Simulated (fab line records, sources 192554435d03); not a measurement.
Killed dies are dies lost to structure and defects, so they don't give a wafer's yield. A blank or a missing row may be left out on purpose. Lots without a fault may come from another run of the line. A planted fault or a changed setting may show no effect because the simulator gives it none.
Which tool did it? | flow n5_finfet | 9 lots, 27 wafers sampled, at 5 steps of a route of 1938

WHAT THE GAUGES READ, wafer by wafer
The record holds no reading of a measuring or inspecting step that can be judged against a usual standard deviation.

WHICH TOOL RAN EACH LOT (tool, then ch and the chambers of the sampled wafers, then the start)
lot  | N5_BEOL_M12_VIA_ETCH_16            | N5_BEOL_M12_ETCH_68                | N5_BEOL_M12_TRENCH_ETCH_34         | N5_BEOL_M12_ETCH_38                | N5_PASSIVATION_PROBE_49
L488 | rie_diel-01 ch 0,3, day 10 19:04   | rie_diel-01 ch 0,3, day 10 20:14   | rie_diel-01 ch 0,3, day 10 20:25   | rie_diel-03 ch 0,2,3, day 10 22:04 | -
L490 | rie_diel-01 ch 1,3, day 11 03:54   | rie_diel-01 ch 0,1,3, day 11 05:08 | rie_diel-01 ch 0,1,3, day 11 05:19 | rie_diel-01 ch 0,1,3, day 11 08:28 | prober-01, day 13 04:12
L492 | rie_diel-03 ch 0,3, day 11 18:13   | rie_diel-01 ch 0,1, day 11 19:30   | rie_diel-01 ch 0,1, day 11 19:41   | rie_diel-06 ch 0,1,2, day 11 23:26 | prober-01, day 13 10:57
L503 | rie_diel-01 ch 2,3, day 14 17:43   | rie_diel-03 ch 0,1,3, day 14 18:44 | rie_diel-03 ch 0,1,3, day 14 18:55 | rie_diel-06 ch 0,1, day 14 19:26   | prober-01, day 16 07:57
L504 | rie_diel-03 ch 1,2,3, day 15 06:34 | rie_diel-01 ch 0,1,3, day 15 07:34 | rie_diel-01 ch 0,1,3, day 15 07:45 | rie_diel-01 ch 1,2,3, day 15 09:17 | -
L505 | rie_diel-03 ch 0,1,3, day 15 07:51 | rie_diel-01 ch 1,2,3, day 15 08:58 | rie_diel-01 ch 1,2,3, day 15 09:10 | rie_diel-06 ch 0,3, day 15 09:32   | -
L506 | rie_diel-06 ch 0,3, day 15 08:18   | rie_diel-01 ch 0,2, day 15 09:34   | rie_diel-01 ch 0,2, day 15 09:45   | rie_diel-06 ch 0,1,2, day 15 10:01 | -
L508 | rie_diel-03 ch 1,2,3, day 16 20:58 | rie_diel-01 ch 1,3, day 16 22:05   | rie_diel-01 ch 1,3, day 16 22:16   | rie_diel-01 ch 0,2,3, day 16 23:46 | -
L509 | rie_diel-01 ch 0,2,3, day 18 05:12 | rie_diel-03 ch 0,1,3, day 18 06:12 | rie_diel-03 ch 0,1,3, day 18 06:23 | rie_diel-06 ch 1,2,3, day 18 08:02 | prober-01, day 19 17:58
- N5_BEOL_M12_VIA_ETCH_16: etches SiOC in C4F8/O2/Ar, target depth 724.8 nm.
- N5_BEOL_M12_ETCH_68: etches SOC in N2/H2, time 285 s.
- N5_BEOL_M12_TRENCH_ETCH_34: etches SiOC in C4F8/O2/Ar, target depth 318.95 nm, time 125.5 s.
- N5_BEOL_M12_ETCH_38: etches SiCN in CF4/N2, target depth 68.7 nm, time 73.4 s.
- N5_PASSIVATION_PROBE_49

WHAT THE TOOLS THEMSELVES READ (means of the sampled wafers that have a number; where no wafer has one, the mark that the record gives instead)
N5_BEOL_M12_VIA_ETCH_16. Usual: drypump_motor_current_A 5.6 A, standard deviation 0.32; he_inner_torr 15.00 Torr, standard deviation 0.034; he_outer_torr 30.01 Torr, standard deviation 0.057; oes_product_au 0.71 a.u., standard deviation 0.073; rf_vpp_V 666.0 V, standard deviation 2.5; showerhead_plenum_p_Torr 3.44 Torr, standard deviation 0.082; throttle_valve_pct 24.18 %, standard deviation 0.24.
lot  | tool        | drypump_motor_current_A (A) | he_inner_torr (Torr) | he_outer_torr (Torr) | oes_product_au (a.u.) | rf_vpp_V (V) | showerhead_plenum_p_Torr (Torr) | throttle_valve_pct (%) | flag
L488 | rie_diel-01 | 5.7                         | 14.99                | 30.04                | 0.76                  | 667.6        | 3.50                            | 23.82                  |
L490 | rie_diel-01 | 5.5                         | 15.03                | 30.02                | 0.73                  | 664.2        | 3.41                            | 24.10                  |
L492 | rie_diel-03 | 5.3                         | 15.01                | 30.02                | 0.75                  | 666.8        | 3.47                            | 24.39                  |
L503 | rie_diel-01 | 5.6                         | 15.00                | 29.96                | 0.75                  | 665.1        | 3.38                            | 24.09                  |
L504 | rie_diel-03 | 5.7                         | 15.02                | 29.99                | 0.72                  | 664.1        | 3.37                            | 24.11                  |
L505 | rie_diel-03 | 5.4                         | 14.99                | 30.01                | 0.68                  | 666.5        | 3.42                            | 24.28                  |
L506 | rie_diel-06 | 5.6                         | 15.01                | 29.98                | 0.67                  | 663.7        | 3.37                            | 24.26                  |
L508 | rie_diel-03 | 5.8                         | 14.99                | 30.02                | 0.70                  | 664.2        | 3.37                            | 24.12                  |
L509 | rie_diel-01 | 5.7                         | 15.03                | 29.97                | 0.72                  | 665.9        | 3.44                            | 24.05                  |

N5_BEOL_M12_ETCH_68. Usual: drypump_motor_current_A 5.57 A, standard deviation 0.25; oes_product_au 0.79 a.u., standard deviation 0.078; rf_vpp_V 524.5 V, standard deviation 2.1; run_length_s 308.3 s, standard deviation 0.44; showerhead_plenum_p_Torr 2.57 Torr, standard deviation 0.077; throttle_valve_pct 17.80 %, standard deviation 0.27.
lot  | tool        | drypump_motor_current_A (A) | oes_product_au (a.u.) | rf_vpp_V (V) | run_length_s (s) | showerhead_plenum_p_Torr (Torr) | throttle_valve_pct (%) | flag
L488 | rie_diel-01 | 5.69                        | 0.83                  | 525.0        | 307.9            | 2.63                            | 17.54                  |
L490 | rie_diel-01 | 5.56                        | 0.79                  | 525.2        | 308.2            | 2.61                            | 17.71                  |
L492 | rie_diel-01 | 5.66                        | 0.78                  | 526.9        | 302.4            | 2.67                            | 17.72                  | OFF
L503 | rie_diel-03 | 5.41                        | 0.76                  | 524.3        | 308.1            | 2.54                            | 17.74                  |
L504 | rie_diel-01 | 5.57                        | 0.77                  | 524.5        | 308.2            | 2.59                            | 17.77                  |
L505 | rie_diel-01 | 5.55                        | 0.81                  | 524.2        | 308.2            | 2.56                            | 17.87                  |
L506 | rie_diel-01 | 5.70                        | 0.85                  | 526.1        | 308.0            | 2.63                            | 17.79                  |
L508 | rie_diel-01 | 5.48                        | 0.73                  | 523.8        | 308.1            | 2.57                            | 17.94                  |
L509 | rie_diel-03 | 5.40                        | 0.73                  | 523.8        | 308.3            | 2.53                            | 17.79                  |

N5_BEOL_M12_TRENCH_ETCH_34. Usual: drypump_motor_current_A 5.57 A, standard deviation 0.25; he_inner_torr 14.998 Torr, standard deviation 0.029; he_outer_torr 29.99 Torr, standard deviation 0.055; oes_product_au 0.79 a.u., standard deviation 0.078; rf_vpp_V 666.4 V, standard deviation 2.6; showerhead_plenum_p_Torr 3.45 Torr, standard deviation 0.088; throttle_valve_pct 24.20 %, standard deviation 0.28.
lot  | tool        | drypump_motor_current_A (A) | he_inner_torr (Torr) | he_outer_torr (Torr) | oes_product_au (a.u.) | rf_vpp_V (V) | showerhead_plenum_p_Torr (Torr) | throttle_valve_pct (%) | flag
L488 | rie_diel-01 | 5.66                        | 15.017               | 30.01                | 0.84                  | 667.7        | 3.50                            | 23.82                  |
L490 | rie_diel-01 | 5.57                        | 14.992               | 29.99                | 0.80                  | 666.9        | 3.48                            | 24.02                  |
L492 | rie_diel-01 | 5.65                        | 14.979               | 29.99                | 0.78                  | 669.8        | 3.55                            | 23.95                  |
L503 | rie_diel-03 | 5.41                        | 15.007               | 29.99                | 0.76                  | 665.2        | 3.43                            | 24.27                  |
L504 | rie_diel-01 | 5.58                        | 15.013               | 29.97                | 0.77                  | 666.4        | 3.46                            | 24.06                  |
L505 | rie_diel-01 | 5.55                        | 14.978               | 30.01                | 0.81                  | 666.0        | 3.44                            | 24.21                  |
L506 | rie_diel-01 | 5.69                        | 14.996               | 29.95                | 0.85                  | 667.8        | 3.50                            | 24.10                  |
L508 | rie_diel-01 | 5.49                        | 15.005               | 30.03                | 0.74                  | 665.7        | 3.43                            | 24.27                  |
L509 | rie_diel-03 | 5.40                        | 15.021               | 29.96                | 0.72                  | 665.4        | 3.41                            | 24.32                  |

N5_BEOL_M12_ETCH_38. Usual: drypump_motor_current_A 5.56 A, standard deviation 0.3; oes_product_au 0.78 a.u., standard deviation 0.08; rf_vpp_V 382.7 V, standard deviation 1.5; showerhead_plenum_p_Torr 2.22 Torr, standard deviation 0.055; throttle_valve_pct 15.50 %, standard deviation 0.24.
lot  | tool        | drypump_motor_current_A (A) | oes_product_au (a.u.) | rf_vpp_V (V) | showerhead_plenum_p_Torr (Torr) | throttle_valve_pct (%) | flag
L488 | rie_diel-03 | 5.58                        | 0.75                  | 382.7        | 2.21                            | 15.52                  |
L490 | rie_diel-01 | 5.57                        | 0.80                  | 383.3        | 2.25                            | 15.33                  |
L492 | rie_diel-06 | 5.68                        | 0.77                  | 382.0        | 2.20                            | 15.54                  |
L503 | rie_diel-06 | 5.81                        | 0.84                  | 381.7        | 2.17                            | 15.34                  |
L504 | rie_diel-01 | 5.54                        | 0.79                  | 382.7        | 2.22                            | 15.47                  |
L505 | rie_diel-06 | 5.39                        | 0.72                  | 382.4        | 2.23                            | 15.78                  |
L506 | rie_diel-06 | 5.68                        | 0.83                  | 381.4        | 2.19                            | 15.42                  |
L508 | rie_diel-01 | 5.63                        | 0.80                  | 382.9        | 2.23                            | 15.29                  |
L509 | rie_diel-06 | 5.42                        | 0.77                  | 382.2        | 2.24                            | 15.71                  |

N5_PASSIVATION_PROBE_49. Usual: defect_limited_yield 91.0 %, standard deviation 1.3; killed_at_M0_to_M3 33, standard deviation 10; killed_at_M4_up 14, standard deviation 5.6; killed_at_contacts 12, standard deviation 5.8; killed_at_front_end 43, standard deviation 11; killed_at_other 4.1, standard deviation 2.8; killed_dies 106, standard deviation 15; killed_open 70, standard deviation 12; killed_short 34, standard deviation 7.5; sort_bin_4_leakage 0.00 %, standard deviation 0.0099; sort_bin_5_function 5.3 %, standard deviation 0.88; sort_bin_6_memory 3.3 %, standard deviation 0.64; sort_bin_8_speed 0.00 %, standard deviation 0.016; sort_n_pass 1074, standard deviation 15; sort_yield_pct 91.0 %, standard deviation 1.3.
lot  | tool      | defect_limited_yield (%) | killed_at_M0_to_M3 | killed_at_M4_up | killed_at_contacts | killed_at_front_end | killed_at_other | killed_dies | killed_open | killed_short | sort_bin_4_leakage (%) | sort_bin_5_function (%) | sort_bin_6_memory (%) | sort_bin_8_speed (%) | sort_n_pass | sort_yield_pct (%) | flag
L490 | prober-01 | 90.9                     | 40                 | 13              | 11                 | 39                  | 4.0             | 108         | 71          | 34           | 0.00                   | 5.4                     | 3.4                   | 0.00                 | 1072        | 90.9               |
L492 | prober-01 | 90.7                     | 29                 | 14              | 13                 | 49                  | 6.0             | 110         | 77          | 33           | 0.00                   | 5.2                     | 3.8                   | 0.00                 | 1070        | 90.7               |
L503 | prober-01 | 92.4                     | 29                 | 11              | 12                 | 31                  | 6.0             | 89          | 58          | 30           | 0.00                   | 4.3                     | 2.9                   | 0.00                 | 1091        | 92.4               |
L509 | prober-01 | 92.1                     | 33                 | 9               | 15                 | 31                  | 4.7             | 93          | 60          | 30           | 0.00                   | 4.8                     | 2.7                   | 0.00                 | 1087        | 92.1               |

THE ANSWER, worked out from the rows above alone
Rule: a lot is off if the mean of its wafers that have a number lies more than 3 standard deviations from the usual mean. A lot without any number at a reading at which 4 lots or more have one is off too. The other lots that the step has rows for count as sound. The gauges are gone through in route order, then the tools' own readings, and for those a lot's mean is taken as printed above. The first step at which some lot is off is used, and at that step the reading that is off furthest; a lot without a number counts as furthest.
Off: L492, at N5_BEOL_M12_ETCH_68 (run_length_s).
A tool fits if, at that step or a process step before it, it ran every lot that is off, and no sound lot after the first of them. None of those tried fits.

WHAT THE SIMULATOR HAD PUT IN
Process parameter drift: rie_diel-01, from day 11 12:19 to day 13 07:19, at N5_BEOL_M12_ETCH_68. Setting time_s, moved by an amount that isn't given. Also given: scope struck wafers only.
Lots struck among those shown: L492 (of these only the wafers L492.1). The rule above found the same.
